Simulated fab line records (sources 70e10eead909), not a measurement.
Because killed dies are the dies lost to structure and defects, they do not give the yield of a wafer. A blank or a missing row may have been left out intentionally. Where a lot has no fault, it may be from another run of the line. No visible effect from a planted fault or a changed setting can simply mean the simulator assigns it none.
Code-filled problem report in 8D (eight disciplines) form	flow nandHarc	the parts of the form that need people (team, actions taken, sign-off) are left out

1. THE PROBLEM
Wafers with no fault read 3.8 with a standard deviation of 2.4, whereas killedAtPeriphery at NHARC_END_SORT_01 reads a mean of 67.0 on 1 wafer of 1 lot. That is +26 standard deviations from the usual mean.
Earliest sighting: wafer L287.2 on prober-01 at day 28 21:34. The record holds 3 wafers of 1 lot with a number at this step. The rule behind "out" and "out of limits": a value lying over 4 standard deviations away from the usual mean. All remaining wafers that have a number are taken as sound.

2. WHAT IT IS, AND WHAT IT ISN'T
question	is	is not
which readings at this step	killedAtPeriphery	killedAtArray, killedAtOther, killedOpen, killedShort
which lots	L287	-
which wafers of those lots	L287.2	L287.1, L287.4
read on which gauges	prober-01	-
when	from day 28 21:34	up to then (1 sound wafer); but 1 sound wafer of L287 came after

3. THE SUSPECTS, EACH WITH WHAT RULES IT OUT
Counting: if a tool at a process step up to the reading ran every lot that is out, it stays a suspect. Sound lots after the first of them don't rule it out here, since some wafers of a struck lot are sound.
- the gauge at NHARC_END_SORT_01: kept. All the wafers that are out were read on prober-01, and no step on other tools shows them out.
- wetBench-10 at NHARC_P_BONDPAD_STRIP_16 (strips in post etch residue remover, time 600 s): kept. It ran the lot that is out, L287 (day 11 11:38).
- pvdSputter-01 at NHARC_A_BONDPAD_PVD_27 (deposits Cu, target thk 30 nm, time 20.49 s): kept. It ran the lot that is out, L287 (day 28 03:35). NHARC_A_BONDPAD_PVD_27: start missing for some lots; hours and lot order therefore follow NHARC_THIN_TSV_ETCH_44.
- rieDiel-09 at NHARC_THIN_TSV_ETCH_44 (etches the open film in CF4/O2, target depth 1594.2 nm, time 797.1 s): kept. It ran the lot that is out, L287 (day 28 03:35).
- plasmaAsher-01 at NHARC_THIN_TSV_STRIP_56 (strips in O2): kept. It ran the lot that is out, L287 (day 28 09:47).
- rieDiel-09, NHARC_THIN_TSV_ETCH_44: wafers that are out in chamber 3, sound lot-mates in chambers 0, 1.
Left after counting: wetBench-10 at NHARC_P_BONDPAD_STRIP_16, pvdSputter-01 at NHARC_A_BONDPAD_PVD_27, rieDiel-09 at NHARC_THIN_TSV_ETCH_44, plasmaAsher-01 at NHARC_THIN_TSV_STRIP_56, prober-01 at NHARC_END_SORT_01.

4. THE CAUSE (what the simulator had put in)
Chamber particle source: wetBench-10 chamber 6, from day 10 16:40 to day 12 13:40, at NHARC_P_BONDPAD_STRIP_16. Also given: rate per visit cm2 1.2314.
Counting leaves 5 suspects; this tool is one of them.

5. THE EFFECT CHAIN, in route order
Each row: a reading where the mean over the struck wafers with a number is more than 3 standard deviations away from the usual. Only readings for which the record gives a usual standard deviation are gone through. hours: the time from each lot's start at the first step in this table that gives one to its start at this step, as a median over the lots. sigmas: the change in usual standard deviations.
hours	step	reading	usual	on struck wafers	change	sigmas
0	NHARC_END_SORT_01	defectLimitedYield	90.7 %	82.4	-8.3	-3.1
0	NHARC_END_SORT_01	killedAtPeriphery	3.8	67.0	+63.2	+26
0	NHARC_END_SORT_01	killedDies	63	119	+56	+3.1

6. HOW IT WOULD HAVE BEEN CAUGHT EARLIER
Counted from the fault's start at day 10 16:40, it took 437 hours until the first out-of-limits reading at a measuring or inspecting step in this record, taken at day 28 21:34.
By day 28 21:34, every lot that is out (1) had started NHARC_P_BONDPAD_STRIP_16 on wetBench-10. A hold on the tool at that time would have spared none of them.
